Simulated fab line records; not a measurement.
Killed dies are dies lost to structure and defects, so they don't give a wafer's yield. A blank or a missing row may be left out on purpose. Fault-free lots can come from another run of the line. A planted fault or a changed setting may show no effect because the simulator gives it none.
Matching of chambers ; flow n5_finfet ; N5_BEOL_M9_STRIP_67 on rie_diel-01: 4 sister chambers
The step strips in CF4. 18 wafers are shown with their chamber, then 9 later ones without.

WAFERS WITH THEIR CHAMBER
wafer;chamber;drypump_motor_current_A (A);showerhead_plenum_p_Torr (Torr);oes_product_au (a.u.)
L075.2;2;6.3;1.74;0.76
L075.4;2;6.3;1.74;0.77
L075.6;3;5.4;1.79;0.74
L077.1;2;6.2;1.74;0.76
L077.2;1;5.5;1.77;0.72
L077.6;2;6.2;1.74;0.75
L079.1;1;5.5;1.77;0.71
L079.2;3;5.4;1.79;0.73
L079.3;2;6.3;1.74;0.75
L080.1;1;5.5;1.77;0.71
L080.5;3;5.4;1.79;0.73
L080.6;1;5.5;1.77;0.71
L082.1;0;5.7;1.78;0.68
L082.3;3;5.4;1.79;0.72
L082.5;0;5.7;1.78;0.69
L087.1;3;5.5;1.78;0.72
L087.2;2;6.3;1.73;0.74
L087.3;1;5.5;1.77;0.70

SIGNATURES, as means of the wafers listed above
reading;chamber 0;chamber 1;chamber 2;chamber 3;scatter within a chamber
drypump_motor_current_A;5.700;5.500;6.267;5.420;0.039
showerhead_plenum_p_Torr;1.7800;1.7700;1.7383;1.7880;0.00342
oes_product_au;0.6850;0.7100;0.7550;0.7280;0.00878
Rule: a wafer lies at a distance from a chamber equal to the root of the sum of squares, over the readings, of (its reading less the chamber's mean, divided by the reading's scatter). The wafer belongs to the nearest chamber; if the next one is less than 2 further off, it can't be placed. The scatter: take each reading less its chamber's mean, square it, sum over the shown wafers, divide by the number of wafers less the number of chambers, and take the root.

WAFERS MISSING THEIR CHAMBER
wafer;drypump_motor_current_A (A);showerhead_plenum_p_Torr (Torr);oes_product_au (a.u.)
L091.1;5.4;1.78;0.71
L091.2;6.3;1.73;0.73
L091.6;5.7;1.78;0.96
L094.2;6.3;1.73;0.72
L094.3;5.6;1.77;0.93
L094.5;5.7;1.77;0.93
L093.1;6.2;1.73;0.73
L093.2;5.4;1.78;0.70
L093.3;5.7;1.77;0.92

WHICH CHAMBER EACH WENT THROUGH
wafer;from the rows above;in truth
L091.1;can't be placed: 3 or 1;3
L091.2;2;2
L091.6;can't be placed: 3 or 1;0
L094.2;2;2
L094.3;can't be placed: 3 or 1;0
L094.5;can't be placed: 3 or 1 or 2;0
L093.1;2;2
L093.2;can't be placed: 3 or 1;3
L093.3;can't be placed: 3 or 1 or 2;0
Placed correctly: 3 of 9. From these rows, 6 cannot be placed; in 2 the true chamber is one of the candidates. Number placed wrongly: 0.
